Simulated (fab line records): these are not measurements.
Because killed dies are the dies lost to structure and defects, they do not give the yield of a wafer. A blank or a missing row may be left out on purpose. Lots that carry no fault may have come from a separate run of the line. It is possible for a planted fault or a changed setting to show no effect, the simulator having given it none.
Comparing a struck lot with a sound one -- flow nand-harc -- 16 out of 1302 route steps
Sound: these wafers, L105.2, L105.3, L105.6. Wafers L993.1, L993.4, L993.5 were the ones struck. Last of all comes the cause.
For every step that has rows: the tool of each side, followed by ch and its chambers, followed by its first start. Under that, the readings that differ: sound wafers -- struck wafers -- difference of the means -- sigmas: that difference in standard deviations of wafers without a fault.
alike: same words and numbers on both sides, and readings whose means sit less than 2 such deviations apart. not compared: any withheld reading, any reading some wafer has no value for, any bound like >300 that may hide the same value, and any number with overlapping values for which the record gives no deviation.
A row with sigmas, a row that says differs or no value, or rows on one side alone: a step with any of these is where the two part. Numbers that don't overlap but have no deviation are shown without sigmas and don't part them. A reading missing from all wafers of one side parts the sides only when that side holds two or more wafers.

first, 1 step without rows for these wafers: NHARC_A_DECK1_JOINT_SRD_15.
NHARC_A_DECK1_JOINT_DEP_16: deposits SiO2, target thk 45 nm.
  sound on pecvd-04 ch 0,1,2, day 21 09:37; struck on pecvd-04 ch 1,2, day 16 11:27
  alike: chamber-pressure-Torr, heater-power-w, showerhead-vpp-V, throttle-valve-pct
NHARC_A_DECK1_JOINT_THK_MEAS_17: measures by ellipsometry.
  struck on film-metro-02, day 16 11:44; sound on film-metro-02, day 21 09:54
  alike: thk-nm
NHARC_A_DECK1_JOINT_INSPECT_05:
  struck on defect-inspect-01, day 16 11:46; sound on defect-inspect-02, day 21 09:56
  alike: raw-defect-count
then, no rows for these wafers at 1 step: NHARC_A_ONON_D2_DEP_00 (target thk 1000 nm).
NHARC_A_ONON_D2_THK_MEAS_02: measures by ellipsometry.
  struck on film-metro-01, day 16 12:20; sound on film-metro-01, day 21 10:31
  alike: thk-nm
then, no rows for these wafers at 1 step: NHARC_A_ONON_D2_DEP_03 (target thk 1000 nm).
NHARC_A_ONON_D2_THK_MEAS_05: measures by ellipsometry.
  struck on film-metro-01, day 16 12:55; sound on film-metro-02, day 21 11:05
reading,sound,struck,difference,sigmas
thk-nm (nm),992 990 992,1016 1017 1015,+25,+2
then, no rows for these wafers at 1 step: NHARC_A_ONON_D2_DEP_06 (target thk 1000 nm).
NHARC_A_ONON_D2_THK_MEAS_08: measures by ellipsometry.
  struck on film-metro-01, day 16 13:28; sound on film-metro-02, day 21 11:39
  alike: thk-nm
then, no rows for these wafers at 1 step: NHARC_A_ONON_D2_DEP_09 (target thk 1000 nm).
NHARC_A_ONON_D2_THK_MEAS_11: measures by ellipsometry.
  struck on film-metro-01, day 16 14:02; sound on film-metro-02, day 21 12:13
  alike: thk-nm
NHARC_A_ONON_D2_DEP_12: target thk 1000 nm.
  sound on pecvd-onon-02 ch 0, day 21 12:19; struck on pecvd-onon-01 ch 0, day 16 14:06
NHARC_A_ONON_D2_THK_MEAS_14: measures by ellipsometry.
  struck on film-metro-01, day 16 14:37; sound on film-metro-01, day 21 12:46
reading,sound,struck,difference,sigmas
thk-nm (nm),1013 1011 1013,621 619 620,-392,-36
then, 1 step without rows for these wafers: NHARC_A_ONON_D2_ANNEAL_15 (time 3600 s).
-- the record jumps here: 11 days lie between the struck wafers' starts before and after (it left off in module A_ONON_D2 and takes up again in module END, whose first step shown is number 1302 of the route) --
NHARC_END_SORT_01:
  the record has rows for the struck wafers here (prober-01 ch 0, day 28 00:22) and none for the sound ones

## WHERE THEY PART
At NHARC_A_ONON_D2_THK_MEAS_05 first; at NHARC_END_SORT_01 last (within this record only).

WHY: whatever the simulator had introduced
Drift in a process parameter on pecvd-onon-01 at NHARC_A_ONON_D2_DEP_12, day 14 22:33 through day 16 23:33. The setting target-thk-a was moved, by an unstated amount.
